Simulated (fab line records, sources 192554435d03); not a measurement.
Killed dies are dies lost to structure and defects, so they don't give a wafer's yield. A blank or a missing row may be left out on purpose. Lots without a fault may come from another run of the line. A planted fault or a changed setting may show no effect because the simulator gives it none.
Problem report in the 8D (eight disciplines) form, filled by code | flow n5_finfet | the parts of the form that need people (team, actions taken, sign-off) are left out

1. THE PROBLEM
killed_at_M4_up at N5_PASSIVATION_PROBE_49 reads a mean of 126 on 6 wafers of 2 lots; wafers without a fault read 13 with a standard deviation of 5.4. That is +21 standard deviations from the usual mean.
First seen on wafer L785.1, day 14 01:31, on prober-02. The record holds 31 wafers of 11 lots with a number at this step. Rule for "out", or "out of limits": more than 4 standard deviations from the usual mean. The other wafers with a number count as sound.

2. WHAT IT IS AND WHAT IT IS NOT
question                    | is                     | is not
which readings at this step | killed_at_M4_up        | killed_at_M0_to_M3, killed_at_contacts, killed_at_front_end, killed_at_other, killed_open, sort_bin_6_memory, sort_bin_8_speed
which lots                  | L785, L786             | L777, L778, L779, L780, L783, L792, L795, L796, L799
which wafers of those lots  | all that have a number | -
read on which tools         | prober-02              | prober-01
when                        | from day 14 01:31      | up to then (12 sound wafers); but 13 sound wafers of L783, L792, L795, L796, L799 came after

3. SUSPECTS, AND WHAT RULES EACH OUT
Counting: a tool at a process step up to the reading stays a suspect if it ran every lot that is out and no sound lot after the first of them.
- wet_bench-05 at N5_BEOL_M7_HM_STRIP_39 (strips TiN in peroxide tin strip, target depth 25 nm, time 158 s): kept. It ran every lot that is out, first L785 (day 11 01:34), and no sound lot after that; its last sound lot up to then is L780 (day 10 05:29).
- prober-02 at N5_PASSIVATION_PROBE_49: ruled out as a lasting fault. Sound lots L783, L795, L796 ran on it after its first lot that is out, L785 (day 14 01:31).
Left after counting: wet_bench-05 at N5_BEOL_M7_HM_STRIP_39.

4. THE CAUSE (what the simulator had put in)
Chamber particle source: wet_bench-05, from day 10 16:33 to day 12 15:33, at N5_BEOL_M7_HM_STRIP_39. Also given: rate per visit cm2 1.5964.
Counting left only this tool.

5. THE CHAIN OF EFFECTS, in route order
Each row: a reading whose mean over the struck wafers that have a number lies more than 3 standard deviations from the usual. Only readings for which the record gives a usual standard deviation are gone through. hours: the time from each lot's start at the first step in this table that gives one to its start at this step, as a median over the lots. sigmas: the change in usual standard deviations.
hours | step                    | reading              | usual  | on struck wafers | change | sigmas
0     | N5_PASSIVATION_PROBE_49 | defect_limited_yield | 91.1 % | 82.9             | -8.2   | -5.1
0     | N5_PASSIVATION_PROBE_49 | killed_at_M4_up      | 13     | 126              | +113   | +21
0     | N5_PASSIVATION_PROBE_49 | killed_dies          | 105    | 202              | +97    | +5.4
0     | N5_PASSIVATION_PROBE_49 | sort_bin_5_function  | 5.2 %  | 10.2             | +5.0   | +5.2
0     | N5_PASSIVATION_PROBE_49 | sort_n_pass          | 1075   | 978              | -97    | -5.1
0     | N5_PASSIVATION_PROBE_49 | sort_yield_pct       | 91.1 % | 82.9             | -8.2   | -5.1
The process steps in it:
- N5_PASSIVATION_PROBE_49

6. WHAT WOULD HAVE CAUGHT IT SOONER
In this record the first reading out of limits was taken at day 14 01:31, 81 hours after the fault began at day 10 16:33.
Of the tool readings at N5_BEOL_M7_HM_STRIP_39 for which the record gives a usual standard deviation, none was out on any struck wafer, so an alarm limit of 4 standard deviations on them would not have fired.
All the lots that are out (2) had begun N5_BEOL_M7_HM_STRIP_39 on wet_bench-05 by day 14 01:31. A hold on the tool at that time would have spared none of them.
